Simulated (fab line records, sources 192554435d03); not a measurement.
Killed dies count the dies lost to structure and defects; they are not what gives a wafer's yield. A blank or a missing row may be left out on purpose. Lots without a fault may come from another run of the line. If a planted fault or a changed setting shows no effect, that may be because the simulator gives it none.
Chamber matching || flow n5-finfet || ald-metal-01 running N5_BEOL_M10_ALD_74: 4 sister chambers
The step deposits TaN, target thk 2 nm, pulse time 2 s, purge time 3 s. 8 wafers are shown with their chamber, then 10 later ones without.

== WAFERS PAIRED WITH THEIR CHAMBERS ==
{"wafer": "L084.5", "chamber": 1, "heater-power-w (W)": 434, "precursor-vessel-temp-c (C)": 74.89}
{"wafer": "L083.3", "chamber": 0, "heater-power-w (W)": 409, "precursor-vessel-temp-c (C)": 74.95}
{"wafer": "L083.5", "chamber": 3, "heater-power-w (W)": 429, "precursor-vessel-temp-c (C)": 74.99}
{"wafer": "L083.6", "chamber": 0, "heater-power-w (W)": 395, "precursor-vessel-temp-c (C)": 74.91}
{"wafer": "L091.1", "chamber": 1, "heater-power-w (W)": 435, "precursor-vessel-temp-c (C)": 75.20}
{"wafer": "L091.5", "chamber": 2, "heater-power-w (W)": 354, "precursor-vessel-temp-c (C)": 74.95}
{"wafer": "L092.2", "chamber": 2, "heater-power-w (W)": 363, "precursor-vessel-temp-c (C)": 75.16}
{"wafer": "L092.4", "chamber": 3, "heater-power-w (W)": 427, "precursor-vessel-temp-c (C)": 74.95}

== WAFERS WITH NO CHAMBER GIVEN ==
{"wafer": "L092.6", "heater-power-w (W)": 390, "precursor-vessel-temp-c (C)": 74.95}
{"wafer": "L094.1", "heater-power-w (W)": 394, "precursor-vessel-temp-c (C)": 74.89}
{"wafer": "L094.2", "heater-power-w (W)": 357, "precursor-vessel-temp-c (C)": 75.11}
{"wafer": "L094.4", "heater-power-w (W)": 421, "precursor-vessel-temp-c (C)": 75.04}
{"wafer": "L095.4", "heater-power-w (W)": 405, "precursor-vessel-temp-c (C)": 75.16}
{"wafer": "L095.5", "heater-power-w (W)": 396, "precursor-vessel-temp-c (C)": 75.19}
{"wafer": "L095.6", "heater-power-w (W)": 436, "precursor-vessel-temp-c (C)": 75.10}
{"wafer": "L097.2", "heater-power-w (W)": 439, "precursor-vessel-temp-c (C)": 75.11}
{"wafer": "L097.3", "heater-power-w (W)": 439, "precursor-vessel-temp-c (C)": 75.01}
{"wafer": "L097.6", "heater-power-w (W)": 352, "precursor-vessel-temp-c (C)": 74.90}

== WHICH CHAMBER EACH ONE RAN IN ==
{"wafer": "L092.6", "from the rows above": 0, "in truth": 0}
{"wafer": "L094.1", "from the rows above": 0, "in truth": 0}
{"wafer": "L094.2", "from the rows above": 2, "in truth": 2}
{"wafer": "L094.4", "from the rows above": "can't be placed: 3 or 1", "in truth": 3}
{"wafer": "L095.4", "from the rows above": 0, "in truth": 0}
{"wafer": "L095.5", "from the rows above": 0, "in truth": 0}
{"wafer": "L095.6", "from the rows above": "can't be placed: 1 or 3", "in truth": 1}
{"wafer": "L097.2", "from the rows above": "can't be placed: 1 or 3", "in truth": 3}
{"wafer": "L097.3", "from the rows above": "can't be placed: 1 or 3", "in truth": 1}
{"wafer": "L097.6", "from the rows above": 2, "in truth": 2}
Placed correctly: 6 of 10. Can't be placed from these rows: 4 (the true chamber is among the candidates in 4). Placed wrongly: 0.
How it was worked out, from the rows above alone: a wafer's distance from a chamber is the root of the sum, over the readings, of the square of ((its reading less the chamber's mean) divided by the reading's scatter). If the next closest chamber is less than 2 further off than the closest, the wafer can't be placed; otherwise it belongs to the closest. Each chamber's mean is taken over the wafers shown for it. The scatter: the root of (the sum of the squares of (reading less its chamber's mean) over the shown wafers, divided by (wafers less chambers)).
